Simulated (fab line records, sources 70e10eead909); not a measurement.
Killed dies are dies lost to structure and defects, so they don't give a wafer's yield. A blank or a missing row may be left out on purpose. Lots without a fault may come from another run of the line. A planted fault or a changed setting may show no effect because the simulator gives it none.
fab line records | flow nand_harc
record lots=24 wafers=72 last_day=33
route steps=1302 shown A_WL_FILL@976 A_CONTACT@1006
lots that met no fault: from a run of the same line without faults
start_h: hours from the record's first day to the start of the lot's first wafer shown | wait_h: hours since the lot's step before | " the same as in the row above | L1.1+2: a row that stands for several wafers | - no value, or no start given | * or withheld: withheld | < > ~ a bound
route shown NAME@n: a module of which the file shows steps, and the number in the route of the first | usual: mean/standard deviation of fault-free wafers | same: alike in all rows | chamber/n: place in a boat | sites: the reading at each site | _std_site: their standard deviation | _edge_site: outer sites' mean less inner sites' | radius_mm: how far each site lies from the wafer's centre | mask NAME#n: copy n | behind: the tool/chamber that last shaped the wafer | hold: why the lot was held/for how many hours/how that ended | device: the transistor (n, p or np) that didn't switch | end of line: the same wafers' tests at the end of the route | a step without rows: its recipe alone | killed: dies lost to structure and defects at the first sort, not the wafer's yield | map: a wafer's dies, x killed, . not, _ none there
set.NAME: the setting as run; set.NAME@STEP: as run at that earlier step | model.NAME: the simulator's own value behind a step, which no gauge read
steps of the route over a sample of lots; a table a step, a row a wafer
services: from which hour (start_h, from the record's first day; less than 0 if before it) a tool's chamber was out of use, for how many hours, and why
## steps
# step NHARC_A_WL_FILL_CVD_20
# recipe target_thk_a=1000 temp_c=400 pressure_torr=40 wf6_flow_sccm=40 h2_flow_sccm=1600 ar_flow_sccm=1560 time_s=74 material=W
# usual heater_power_w=853/44 throttle_valve_pct=7.85/0.19
# columns lot.wafer tool chamber start_h wait_h heater_power_w throttle_valve_pct
L075.1 cvd_w-02 0 - - 882 7.71
L075.4 " 0 " " 890 7.41
L075.5 " 1 " " 882 7.87
L074.1 cvd_w-02 1 - - 860 8.04
L074.3 " 1 " " 869 7.66
L074.5 " 1 " " 848 8.05
L076.2 cvd_w-01 0 - - 765 7.86
L076.4 " 1 " " 826 7.75
L076.6 " 0 " " 757 7.92
L077.4 cvd_w-02 1 - - 872 8.09
L077.6 " 1 " " 862 8.14
L077.5 " 0 " " 878 7.78
L078.1 cvd_w-02 0 - - 863 7.73
L078.3 " 0 " " 858 7.88
L078.6 " 0 " " 861 7.66
L079.3 cvd_w-01 1 - - 803 7.79
L079.5 " 0 " " 757 7.86
L079.6 " 1 " " 796 7.81
L080.2 cvd_w-02 1 - - 882 8.08
L080.1 " 0 " " 897 7.64
L080.3 " 0 " " 849 7.45
L081.2 cvd_w-02 0 - - 863 7.74
L081.4 " 0 " " 868 7.95
L081.5 " 1 " " 856 8.09
L082.2 cvd_w-02 1 - - 846 7.81
L082.5 " 0 " " 869 7.64
L082.6 " 1 " " 866 7.98
L083.2 cvd_w-02 1 - - 874 8.00
L083.1 " 0 " " 883 8.29
L083.5 " 1 " " 863 8.12
L085.2 cvd_w-02 0 - - 874 7.76
L085.1 " 1 " " 861 8.02
L085.3 " 0 " " 879 7.75
L084.4 cvd_w-01 1 - - 818 7.74
L084.3 " 0 " " 790 7.84
L084.5 " 0 " " 780 7.77
L086.1 cvd_w-01 1 - - 831 7.93
L086.4 " 1 " " 825 7.87
L086.3 " 0 " " 799 7.85
L088.1 cvd_w-02 1 - - 848 8.06
L088.4 " 0 " " 849 7.75
L088.5 " 0 " " 872 7.74
L087.2 cvd_w-01 1 - - 817 7.92
L087.3 " 0 " " 791 7.83
L087.5 " 0 " " 797 7.85
L089.2 cvd_w-01 0 - - 782 7.61
L089.4 " 1 " " 832 7.69
L089.5 " 1 " " 812 7.77
L090.4 cvd_w-02 0 - - 923 8.11
L090.5 " 0 " " 926 7.66
L090.6 " 0 " " 917 7.58
L091.2 cvd_w-02 0 - - 914 7.73
L091.4 " 0 " " 902 7.90
L091.5 " 0 " " 938 7.74
L092.2 cvd_w-02 0 - - 931 7.86
L092.1 " 1 " " 873 7.85
L092.3 " 1 " " 883 7.71
L093.4 cvd_w-01 0 - - 777 7.88
L093.3 " 1 " " 822 7.98
L093.6 " 1 " " 807 8.13
L094.2 cvd_w-02 1 - - 916 7.50
L094.6 " 1 " " 873 7.41
L094.5 " 0 " " 916 7.80
L096.1 cvd_w-01 1 - - 840 8.10
L096.3 " 1 " " 822 7.80
L096.4 " 0 " " 801 8.01
L095.2 cvd_w-02 1 - - 902 7.66
L095.4 " 0 " " 940 7.84
L095.5 " 1 " " 887 7.50
L097.2 cvd_w-01 0 - - 797 7.62
L097.4 " 1 " " 826 7.99
L097.6 " 1 " " 831 7.93
# step NHARC_A_CONTACT_ETCH_112
# recipe source_w=withheld pressure_mtorr=20 bias_v=3000 time_s=190 target_depth_a=18500 ar_flow_sccm=withheld c4f8_flow_sccm=withheld o2_flow_sccm=withheld chemistry=C4F8/O2/Ar
# columns lot.wafer tool chamber start_h wait_h rf_hours_counter_h
L075.1 har_cap_etch-03 0 504.78 0.2 40
L075.4 " 0 " " -
L075.5 " 1 " " -
L074.1 har_cap_etch-02 1 508.38 0.2 83
L074.3 " 1 " " -
L074.5 " 1 " " -
L076.2 har_cap_etch-03 1 513.99 0.2 42
L076.4 " 0 " " -
L076.6 " 1 " " -
L077.4 har_cap_etch-01 1 514.78 0.2 -
L077.5 " 1 " " -
L077.6 " 0 " " -
L078.1 har_cap_etch-01 1 522.68 0.2 2
L078.3 " 0 " " -
L078.6 " 1 " " -
L079.3 har_cap_etch-01 0 527.47 0.2 -
L079.5 " 1 " " -
L079.6 " 0 " " -
L080.1 har_cap_etch-01 0 539.13 0.2 9
L080.2 " 1 " " 9
L080.3 " 1 " " -
L081.2 har_cap_etch-03 0 560.11 0.2 54
L081.4 " 0 " " -
L081.5 " 0 " " -
L082.2 har_cap_etch-03 0 583.26 0.2 56
L082.5 " 0 " " -
L082.6 " 1 " " -
L083.1 har_cap_etch-01 1 589.03 0.2 15
L083.2 " 0 " " 15
L083.5 " 1 " " -
L084.4 har_cap_etch-03 1 596.58 0.2 -
L084.3 " 0 " " -
L084.5 " 1 " " -
L085.1 har_cap_etch-01 1 598.08 0.2 17
L085.2 " 0 " " 17
L085.3 " 0 " " -
L086.1 har_cap_etch-03 1 608.72 0.2 62
L086.4 " 1 " " -
L086.3 " 0 " " -
L088.1 har_cap_etch-02 1 630.16 0.2 105
L088.4 " 1 " " -
L088.5 " 0 " " -
L087.2 har_cap_etch-01 0 640.31 0.2 24
L087.3 " 0 " " -
L087.5 " 1 " " -
L089.2 har_cap_etch-02 1 646.66 0.2 108
L089.4 " 0 " " -
L089.5 " 0 " " -
L090.4 har_cap_etch-03 0 661.83 0.2 -
L090.6 " 1 " " -
L090.5 " 0 " " -
L091.2 har_cap_etch-02 1 663.93 0.2 112
L091.4 " 0 " " -
L091.5 " 0 " " -
L093.4 har_cap_etch-01 1 680.38 0.2 -
L093.3 " 0 " " -
L093.6 " 0 " " -
L092.1 har_cap_etch-03 1 681.20 0.2 75
L092.2 " 0 " " 75
L092.3 " 1 " " -
L094.2 har_cap_etch-03 1 698.29 0.2 77
L094.6 " 1 " " -
L094.5 " 0 " " -
L096.1 har_cap_etch-03 0 704.73 0.2 79
L096.3 " 0 " " -
L096.4 " 1 " " -
L095.2 har_cap_etch-01 1 708.90 0.2 37
L095.4 " 1 " " -
L095.5 " 0 " " -
L097.2 har_cap_etch-02 1 725.50 0.2 123
L097.4 " 1 " " -
L097.6 " 0 " " -
# step NHARC_A_CONTACT_ETCH_113
# recipe source_w=withheld pressure_mtorr=20 bias_v=3000 time_s=190 target_depth_a=18500 ar_flow_sccm=withheld c4f8_flow_sccm=withheld o2_flow_sccm=withheld chemistry=C4F8/O2/Ar
# columns lot.wafer tool chamber start_h wait_h rf_hours_counter_h
L075.1 har_cap_etch-03 0 504.95 0.1 40
L075.4 " 0 " " -
L075.5 " 1 " " -
L074.1 har_cap_etch-02 1 508.55 0.1 83
L074.3 " 1 " " -
L074.5 " 1 " " -
L076.2 har_cap_etch-03 1 514.16 0.1 43
L076.4 " 0 " " -
L076.6 " 1 " " -
L077.4 har_cap_etch-01 1 514.95 0.1 -
L077.5 " 1 " " -
L077.6 " 0 " " -
L078.1 har_cap_etch-01 1 522.85 0.1 3
L078.3 " 0 " " -
L078.6 " 1 " " -
L079.3 har_cap_etch-01 0 527.64 0.1 -
L079.5 " 1 " " -
L079.6 " 0 " " -
L080.1 har_cap_etch-01 0 539.31 0.1 9
L080.2 " 1 " " 9
L080.3 " 1 " " -
L081.2 har_cap_etch-03 0 560.28 0.1 54
L081.4 " 0 " " -
L081.5 " 0 " " -
L082.2 har_cap_etch-03 0 583.43 0.1 56
L082.5 " 0 " " -
L082.6 " 1 " " -
L083.1 har_cap_etch-01 1 589.26 0.2 15
L083.2 " 0 " " 15
L083.5 " 1 " " -
L084.4 har_cap_etch-03 1 596.80 0.2 -
L084.3 " 0 " " -
L084.5 " 1 " " -
L085.1 har_cap_etch-01 1 598.25 0.1 17
L085.2 " 0 " " 17
L085.3 " 0 " " -
L086.1 har_cap_etch-03 1 608.89 0.1 62
L086.4 " 1 " " -
L086.3 " 0 " " -
L088.1 har_cap_etch-02 1 630.39 0.2 105
L088.4 " 1 " " -
L088.5 " 0 " " -
L087.2 har_cap_etch-01 0 640.48 0.1 24
L087.3 " 0 " " -
L087.5 " 1 " " -
L089.2 har_cap_etch-02 1 646.83 0.1 108
L089.4 " 0 " " -
L089.5 " 0 " " -
L090.4 har_cap_etch-03 0 662.01 0.1 -
L090.6 " 1 " " -
L090.5 " 0 " " -
L091.2 har_cap_etch-02 1 664.10 0.1 112
L091.4 " 0 " " -
L091.5 " 0 " " -
L093.4 har_cap_etch-01 1 680.55 0.1 -
L093.3 " 0 " " -
L093.6 " 0 " " -
L092.1 har_cap_etch-03 1 681.37 0.1 75
L092.2 " 0 " " 75
L092.3 " 1 " " -
L094.2 har_cap_etch-03 1 698.47 0.1 77
L094.6 " 1 " " -
L094.5 " 0 " " -
L096.1 har_cap_etch-03 0 704.90 0.1 80
L096.3 " 0 " " -
L096.4 " 1 " " -
L095.2 har_cap_etch-01 1 709.07 0.1 37
L095.4 " 1 " " -
L095.5 " 0 " " -
L097.2 har_cap_etch-02 1 725.73 0.2 123
L097.4 " 1 " " -
L097.6 " 0 " " -
# step NHARC_A_CONTACT_ETCH_117
# recipe source_w=withheld pressure_mtorr=20 bias_v=3000 time_s=190 target_depth_a=18500 ar_flow_sccm=withheld c4f8_flow_sccm=withheld o2_flow_sccm=withheld chemistry=C4F8/O2/Ar
# columns lot.wafer tool chamber start_h wait_h rf_hours_counter_h
L075.1 har_cap_etch-03 0 505.64 0.1 41
L075.4 " 0 " " -
L075.5 " 1 " " -
L074.1 har_cap_etch-02 1 509.23 0.1 84
L074.3 " 1 " " -
L074.5 " 1 " " -
L076.2 har_cap_etch-03 1 515.03 0.2 43
L076.4 " 0 " " -
L076.6 " 1 " " -
L077.4 har_cap_etch-01 1 515.63 0.1 -
L077.5 " 1 " " -
L077.6 " 0 " " -
L078.1 har_cap_etch-01 1 523.53 0.1 3
L078.3 " 0 " " -
L078.6 " 1 " " -
L079.3 har_cap_etch-01 0 528.32 0.1 -
L079.5 " 1 " " -
L079.6 " 0 " " -
L080.1 har_cap_etch-01 0 539.98 0.1 10
L080.2 " 1 " " 10
L080.3 " 1 " " -
L081.2 har_cap_etch-03 0 560.96 0.1 55
L081.4 " 0 " " -
L081.5 " 0 " " -
L082.2 har_cap_etch-03 0 584.12 0.1 57
L082.5 " 0 " " -
L082.6 " 1 " " -
L083.1 har_cap_etch-01 1 590.11 0.1 15
L083.2 " 0 " " 15
L083.5 " 1 " " -
L084.4 har_cap_etch-03 1 597.69 0.2 -
L084.3 " 0 " " -
L084.5 " 1 " " -
L085.1 har_cap_etch-01 1 598.93 0.1 18
L085.2 " 0 " " 18
L085.3 " 0 " " -
L086.1 har_cap_etch-03 1 609.58 0.1 63
L086.4 " 1 " " -
L086.3 " 0 " " -
L088.1 har_cap_etch-02 1 631.30 0.2 106
L088.4 " 1 " " -
L088.5 " 0 " " -
L087.2 har_cap_etch-01 0 641.16 0.1 25
L087.3 " 0 " " -
L087.5 " 1 " " -
L089.2 har_cap_etch-02 1 647.51 0.1 108
L089.4 " 0 " " -
L089.5 " 0 " " -
L090.4 har_cap_etch-03 0 662.69 0.1 -
L090.6 " 1 " " -
L090.5 " 0 " " -
L091.2 har_cap_etch-02 1 664.79 0.1 112
L091.4 " 0 " " -
L091.5 " 0 " " -
L093.4 har_cap_etch-01 1 681.24 0.1 -
L093.3 " 0 " " -
L093.6 " 0 " " -
L092.1 har_cap_etch-03 1 682.23 0.2 76
L092.2 " 0 " " 76
L092.3 " 1 " " -
L094.2 har_cap_etch-03 1 699.15 0.1 78
L094.6 " 1 " " -
L094.5 " 0 " " -
L096.1 har_cap_etch-03 0 705.59 0.1 80
L096.3 " 0 " " -
L096.4 " 1 " " -
L095.2 har_cap_etch-01 1 709.76 0.1 38
L095.4 " 1 " " -
L095.5 " 0 " " -
L097.2 har_cap_etch-02 1 726.63 0.2 124
L097.4 " 1 " " -
L097.6 " 0 " " -
# step NHARC_A_CONTACT_ETCH_120
# recipe source_w=withheld pressure_mtorr=20 bias_v=3000 time_s=190 target_depth_a=18500 ar_flow_sccm=withheld c4f8_flow_sccm=withheld o2_flow_sccm=withheld chemistry=C4F8/O2/Ar
# columns lot.wafer tool chamber start_h wait_h rf_hours_counter_h
L075.1 har_cap_etch-03 0 506.14 0.1 41
L075.4 " 0 " " -
L075.5 " 1 " " -
L074.1 har_cap_etch-02 1 509.74 0.1 84
L074.3 " 1 " " -
L074.5 " 1 " " -
L076.2 har_cap_etch-03 1 515.71 0.2 44
L076.4 " 0 " " -
L076.6 " 1 " " -
L077.4 har_cap_etch-01 1 516.15 0.1 -
L077.5 " 1 " " -
L077.6 " 0 " " -
L078.1 har_cap_etch-01 1 524.05 0.1 4
L078.3 " 0 " " -
L078.6 " 1 " " -
L079.3 har_cap_etch-01 0 528.83 0.1 -
L079.5 " 1 " " -
L079.6 " 0 " " -
L080.1 har_cap_etch-01 0 540.50 0.1 10
L080.2 " 1 " " 10
L080.3 " 1 " " -
L081.2 har_cap_etch-03 0 561.47 0.1 55
L081.4 " 0 " " -
L081.5 " 0 " " -
L082.2 har_cap_etch-03 0 584.63 0.1 58
L082.5 " 0 " " -
L082.6 " 1 " " -
L083.1 har_cap_etch-01 1 590.62 0.1 16
L083.2 " 0 " " 16
L083.5 " 1 " " -
L084.4 har_cap_etch-03 1 598.21 0.1 -
L084.3 " 0 " " -
L084.5 " 1 " " -
L085.1 har_cap_etch-01 1 599.44 0.1 18
L085.2 " 0 " " 18
L085.3 " 0 " " -
L086.1 har_cap_etch-03 1 610.09 0.1 63
L086.4 " 1 " " -
L086.3 " 0 " " -
L088.1 har_cap_etch-02 1 631.98 0.2 107
L088.4 " 1 " " -
L088.5 " 0 " " -
L087.2 har_cap_etch-01 0 641.68 0.1 25
L087.3 " 0 " " -
L087.5 " 1 " " -
L089.2 har_cap_etch-02 1 648.02 0.1 109
L089.4 " 0 " " -
L089.5 " 0 " " -
L090.4 har_cap_etch-03 0 663.21 0.1 -
L090.6 " 1 " " -
L090.5 " 0 " " -
L091.2 har_cap_etch-02 1 665.30 0.1 113
L091.4 " 0 " " -
L091.5 " 0 " " -
L093.4 har_cap_etch-01 1 681.75 0.1 -
L093.3 " 0 " " -
L093.6 " 0 " " -
L092.1 har_cap_etch-03 1 682.91 0.2 76
L092.2 " 0 " " 76
L092.3 " 1 " " -
L094.2 har_cap_etch-03 1 699.67 0.1 78
L094.6 " 1 " " -
L094.5 " 0 " " -
L096.1 har_cap_etch-03 0 706.10 0.1 81
L096.3 " 0 " " -
L096.4 " 1 " " -
L095.2 har_cap_etch-01 1 710.27 0.1 38
L095.4 " 1 " " -
L095.5 " 0 " " -
L097.2 har_cap_etch-02 1 727.31 0.2 125
L097.4 " 1 " " -
L097.6 " 0 " " -
# step NHARC_A_CONTACT_ETCH_90
# recipe target_depth_a=400 over_etch_frac=0.5 time_s=85.7 ion_energy_ev=120 ch3f_flow_sccm=50 o2_flow_sccm=30 ar_flow_sccm=200 rf_w=500 bias_w=100 chemistry=CH3F/O2
# usual drypump_motor_current_A=5.2/0.38 oes_product_au=0.95/0.032 rf_vpp_V=245.1/1.8 showerhead_plenum_p_Torr=2.50/0.12 throttle_valve_pct=20.663/0.0093
# columns lot.wafer tool chamber start_h wait_h drypump_motor_current_A oes_product_au rf_hours_counter_h rf_vpp_V showerhead_plenum_p_Torr throttle_valve_pct
L075.4 rie_diel-06 2 507.62 0.6 4.8 1.01 4 247.8 2.66 20.664
L075.1 " 0 " " 5.6 1.00 3 246.7 2.66 20.649
L075.5 " 2 " " 4.8 1.01 - 246.6 2.66 20.669
L074.3 rie_diel-08 1 511.23 0.7 4.9 0.92 45 244.6 2.45 20.663
L074.1 " 3 " " 5.2 0.91 36 246.9 2.62 20.666
L074.5 " 2 " " 4.8 0.92 - 242.9 2.33 20.663
L076.2 rie_diel-08 2 517.54 0.9 4.8 0.92 59 242.6 2.33 20.660
L076.6 " 1 " " 4.9 0.93 - 243.6 2.45 20.663
L076.4 " 2 " " 4.8 0.93 - 242.5 2.33 20.669
L077.4 rie_diel-03 0 517.57 0.7 5.0 0.96 3 243.0 2.36 20.664
L077.5 " 0 " " 5.0 0.96 - 243.8 2.36 20.661
L077.6 " 1 " " 6.0 0.97 - 245.6 2.52 20.661
L078.3 rie_diel-08 2 525.53 0.7 4.8 0.92 62 242.8 2.33 20.671
L078.1 " 0 " " 5.1 0.93 43 242.6 2.35 20.648
L078.6 " 2 " " 4.8 0.92 - 243.1 2.33 20.664
L079.3 rie_diel-03 1 530.25 0.6 6.0 0.99 15 245.7 2.52 20.660
L079.6 " 1 " " 6.0 0.98 - 245.8 2.52 20.675
L079.5 " 2 " " 5.5 1.00 - 247.1 2.50 20.655
L080.2 rie_diel-03 3 541.99 0.8 5.4 0.93 17 246.0 2.59 20.665
L080.3 " 0 " " 5.0 0.91 9 243.2 2.36 20.673
L080.1 " 1 " " 6.0 0.92 18 247.8 2.51 20.651
L081.4 rie_diel-03 2 562.95 0.6 5.4 0.93 20 244.0 2.50 20.645
L081.2 " 0 " " 5.0 0.93 11 241.8 2.35 20.652
L081.5 " 2 " " 5.4 0.93 - 244.0 2.50 20.672
L082.2 rie_diel-03 1 586.15 0.9 6.0 0.94 22 244.6 2.51 20.664
L082.6 " 3 " " 5.4 0.95 - 247.0 2.58 20.662
L082.5 " 0 " " 4.9 0.94 - 244.1 2.35 20.651
L083.1 rie_diel-06 3 592.14 0.9 5.0 0.95 32 241.8 2.28 20.667
L083.2 " 0 " " 5.6 0.92 34 246.7 2.65 20.644
L083.5 " 1 " " 5.2 0.93 - 246.0 2.60 20.678
L084.3 rie_diel-03 1 599.65 0.6 6.0 0.99 25 245.5 2.51 20.660
L084.4 " 0 " " 5.0 0.99 15 244.7 2.35 20.660
L084.5 " 2 " " 5.5 1.02 - 247.3 2.50 20.667
L085.3 rie_diel-06 2 600.95 0.6 4.8 0.93 28 245.8 2.65 20.671
L085.1 " 3 " " 5.0 0.95 34 242.4 2.28 20.683
L085.2 " 0 " " 5.6 0.93 35 249.8 2.65 20.654
L086.3 rie_diel-06 3 611.57 0.6 5.0 0.95 37 242.0 2.28 20.671
L086.1 " 0 " " 5.7 0.92 41 247.2 2.64 20.663
L086.4 " 2 " " 4.8 0.95 31 245.7 2.65 20.678
L088.4 rie_diel-03 3 633.78 0.7 5.4 0.91 28 247.1 2.58 20.666
L088.1 " 0 " " 5.0 0.91 20 243.9 2.35 20.671
L088.5 " 3 " " 5.4 0.93 - 246.0 2.58 20.657
L087.2 rie_diel-06 1 643.17 0.9 5.1 0.93 52 245.0 2.59 20.669
L087.3 " 3 " " 5.1 0.95 46 240.3 2.28 20.672
L087.5 " 2 " " 4.8 0.94 - 246.9 2.64 20.645
L089.2 rie_diel-06 0 649.52 0.8 5.6 0.92 53 246.3 2.64 20.655
L089.4 " 1 " " 5.1 0.92 53 244.8 2.59 20.659
L089.5 " 3 " " 5.0 0.94 - 241.1 2.28 20.663
L090.4 rie_diel-03 1 664.66 0.7 6.0 0.91 4 245.1 2.51 20.664
L090.5 " 2 " " 5.5 0.92 - 244.5 2.49 20.668
L090.6 " 3 " " 5.4 0.91 - 245.9 2.58 20.673
L091.2 rie_diel-03 1 666.79 0.9 6.0 0.91 5 244.9 2.51 20.646
L091.4 " 3 " " 5.4 0.92 6 247.5 2.58 20.671
L091.5 " 2 " " 5.5 0.92 - 244.7 2.49 20.662
L093.3 rie_diel-03 0 683.18 0.6 5.0 1.00 8 243.8 2.35 20.647
L093.4 " 1 " " 6.0 0.99 8 245.2 2.51 20.650
L093.6 " 0 " " 5.0 1.00 - 242.2 2.35 20.653
L092.3 rie_diel-08 3 684.77 0.8 5.2 0.91 44 246.5 2.60 20.661
L092.2 " 0 " " 5.1 0.93 51 243.6 2.33 20.671
L092.1 " 1 " " 4.9 0.93 49 243.7 2.43 20.664
L094.2 rie_diel-03 2 701.15 0.9 5.4 0.98 10 245.8 2.49 20.655
L094.5 " 2 " " 5.5 0.98 - 245.6 2.49 20.669
L094.6 " 3 " " 5.4 0.98 - 246.3 2.58 20.649
L096.1 rie_diel-08 3 707.83 1.1 5.2 0.92 51 245.7 2.60 20.658
L096.3 " 0 " " 5.1 0.92 58 241.8 2.33 20.657
L096.4 " 1 " " 4.9 0.93 56 244.2 2.42 20.669
L095.2 rie_diel-06 2 711.78 0.9 4.8 1.00 15 247.5 2.64 20.667
L095.4 " 0 " " 5.6 0.99 15 247.3 2.63 20.652
L095.5 " 3 " " 5.0 1.00 - 247.1 2.65 20.668
L097.2 rie_diel-06 3 729.16 1.0 5.0 1.00 23 247.0 2.65 20.665
L097.4 " 1 " " 5.2 0.98 20 245.8 2.58 20.668
L097.6 " 2 " " 4.8 0.99 - 246.3 2.63 20.673
## services
# columns tool chamber start_h hours kind
cvd_w-02 1 473.65 2.5 repair
rie_diel-06 - 484.27 9.0 pm
rie_diel-08 3 484.52 13.7 repair
har_cap_etch-01 - 497.52 17.0 pm
rie_diel-08 0 500.86 19.0 repair
har_cap_etch-02 - 503.26 0.4 repair
har_cap_etch-02 - 513.70 1.3 repair
rie_diel-06 1 513.87 7.6 repair
rie_diel-08 3 522.70 4.1 repair
cvd_w-01 - 547.00 13.0 pm
rie_diel-08 - 547.30 9.0 pm
cvd_w-02 - 557.64 0.5 repair
cvd_w-01 - 564.46 0.7 repair
har_cap_etch-01 - 566.21 0.8 repair
rie_diel-03 3 568.11 2.7 repair
cvd_w-02 - 631.00 13.0 pm
rie_diel-03 - 635.35 9.0 pm
har_cap_etch-02 - 642.39 0.6 repair
rie_diel-06 - 661.27 9.0 pm
cvd_w-02 - 674.77 0.5 repair
cvd_w-02 0 714.05 4.1 repair
har_cap_etch-01 - 721.20 1.2 repair
rie_diel-08 - 724.79 9.0 pm
cvd_w-01 - 728.00 13.0 pm
## key
fault none
